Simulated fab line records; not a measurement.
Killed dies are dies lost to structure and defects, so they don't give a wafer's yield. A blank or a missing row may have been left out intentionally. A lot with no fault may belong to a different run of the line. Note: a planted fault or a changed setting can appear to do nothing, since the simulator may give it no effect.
Split-lot study    flow n5 finfet    route with 1938 steps; 7 lots, 39 wafers read

## ON THE SPLIT
At N5_FIN_CUT_ETCH_21 (etches SOC in N2/H2, target depth 219 nm, overetch 43.8 nm, time 523.5 s), the setting time s was moved away from the recipe's 523.5 s on 18 of the 39 wafers read, by -18.4% to +22.8%. This setting was run at the recipe's value on the other wafers.

## FROM THE SPLIT TO THE READING: what the file shows between them, 5 steps
- N5_FIN_CUT_STRIP_23: strips in N2/H2
- N5_FIN_CUT_STRIP_31: strips in N2/H2
- N5_FIN_CUT_STRIP_24: strips in CF4
- N5_FIN_CUT_CUT_ETCH_26: etches SiNx in CH3F/O2, target depth 39 nm, time 55.7 s
- N5_FIN_CUT_CUT_ETCH_27: etches SiO2 in CHF3/O2, target depth 4 nm, overetch 2 nm, time 4.9 s

## THE READING
FIN_CUT.cd offset nm (the simulator's own value, which no gauge read), in nm, at N5_FIN_CUT_PRECLEAN_35 (cleans in vHF, time 13.3 s). The file does not state a usual value for it. The 21 wafers here that ran the recipe average 0.2 nm, standard deviation 0.31 nm.

wafer   tool, chamber at the split  time s as run, s  against the recipe  FIN_CUT.cd offset nm, nm  against lot-mates on the recipe
L074.2  rie diel-01, 1              523.5             recipe              -0.2                      -
L074.3  rie diel-01, 0              523.5             recipe              0.2                       -
L074.4  rie diel-01, 2              523.5             recipe              0                         -
L075.1  rie diel-01, 1,2            523.5             recipe              0.4                       -
L075.2  rie diel-01, 1,2            523.5             recipe              0.4                       -
L075.5  rie diel-01, 1              523.5             recipe              0.4                       -
L075.3  rie diel-01, 3              576.6             +10.1%              1                         +0.6
L075.4  rie diel-01, 0              576.6             +10.1%              1                         +0.6
L075.6  rie diel-01, 0              576.6             +10.1%              1.2                       +0.8
L085.1  rie diel-03, 3              480.5             -8.2%               -0.4                      -0.5
L085.2  rie diel-03, 2              523.5             recipe              0.2                       -
L085.3  rie diel-03, 1              523.5             recipe              -0.2                      -
L085.4  rie diel-03, 0              480.5             -8.2%               -0.2                      -0.3
L085.5  rie diel-03, 1              480.5             -8.2%               -0.8                      -0.9
L085.6  rie diel-03, 0              523.5             recipe              0.4                       -
L087.1  rie diel-06, 2              574.2             +9.7%               0.2                       +0.3
L087.2  rie diel-06, 3              574.2             +9.7%               0.6                       +0.7
L087.3  rie diel-06, 0,3            523.5             recipe              0                         -
L087.5  rie diel-06, 0,3            523.5             recipe              0                         -
L087.4  rie diel-06, 1              574.2             +9.7%               0.4                       +0.5
L087.6  rie diel-06, 2              523.5             recipe              -0.4                      -
L093.1  rie diel-03, 0,3            523.5             recipe              0.4                       -
L093.4  rie diel-03, 0,3            523.5             recipe              0.4                       -
L093.2  rie diel-03, 2              427.2             -18.4%              -0.6                      -0.9
L093.3  rie diel-03, 1              523.5             recipe              0                         -
L093.5  rie diel-03, 1              427.2             -18.4%              -1                        -1.3
L093.6  rie diel-03, 2              427.2             -18.4%              -0.8                      -1.1
L096.1  rie diel-06, 2              642.9             +22.8%              1.6                       +0.9
L096.2  rie diel-06, 1              523.5             recipe              0.8                       -
L096.6  rie diel-06, 0,1            523.5             recipe              0.8                       -
L096.3  rie diel-06, 0              642.9             +22.8%              2.2                       +1.5
L096.4  rie diel-06, 3              642.9             +22.8%              1.8                       +1.1
L096.5  rie diel-06, 0,1            523.5             recipe              0.6                       -
L097.1  rie diel-01, 2              523.5             recipe              0                         -
L097.2  rie diel-01, 3              570.2             +8.9%               1.2                       +0.9
L097.3  rie diel-01, 0              570.2             +8.9%               1                         +0.7
L097.4  rie diel-01, 1              570.2             +8.9%               0.2                       -0.1
L097.5  rie diel-01, 0,3            523.5             recipe              0.4                       -
L097.6  rie diel-01, 0,3            523.5             recipe              0.4                       -
The file does not say which wafer passed through which chamber wherever a row lists several chambers: such a row stands for several wafers.

THE FIT
A straight line over all 39 wafers: FIN_CUT.cd offset nm changes by +0.0643 nm for each +1% of time s; r = +0.88; the points scatter about the line by 0.33 nm.
The same after taking each lot's own level away (the mean of its wafers on the recipe; 39 wafers): +0.0561 nm for each +1%; r = +0.92; scatter 0.23 nm.
That fit puts the effect of the largest move of time s on the reading at 1.3 nm.
The lots' own levels span -0.13 to 0.73 nm, that is 2.8 times the standard deviation above.
Thus the slope moves with the lot-to-lot level: the two fits are different.
Check: +1.34 nm against its lot-mates is what the line predicts for one of the wafers moved furthest among these (+22.8%) when that wafer is left out of the fit. It came out at +0.867 nm against them.

## THE WHOLE CHAIN: every reading that the file lists as answering this split, in the file's order
step                    what it does                                                              reading                                                                           change (the file's fit)                 r (the file's)
N5_FIN_CUT_ETCH_21      etches SOC in N2/H2, target depth 219 nm, overetch 43.8 nm, time 523.5 s  SiARC_of_FIN_CUT_COAT_19.thk nm (the simulator's own value, which no gauge read)  -0.0749 nm for each +1% of the setting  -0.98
N5_FIN_CUT_ETCH_21      etches SOC in N2/H2, target depth 219 nm, overetch 43.8 nm, time 523.5 s  FIN_CUT.cd offset nm (the simulator's own value, which no gauge read)             +0.0524 nm for each +1% of the setting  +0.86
N5_FIN_CUT_CUT_ETCH_26  etches SiNx in CH3F/O2, target depth 39 nm, time 55.7 s                   FIN_CUT.cd offset nm (the simulator's own value, which no gauge read)             +0.0534 nm for each +1% of the setting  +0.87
N5_FIN_CUT_PRECLEAN_35  cleans in vHF, time 13.3 s                                                FIN_CUT.cd offset nm (the simulator's own value, which no gauge read)             +0.0558 nm for each +1% of the setting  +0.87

## THE FILE'S OWN FIT
FIN_CUT.cd offset nm changes by +0.0558 nm for each +1% of time s, r = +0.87.
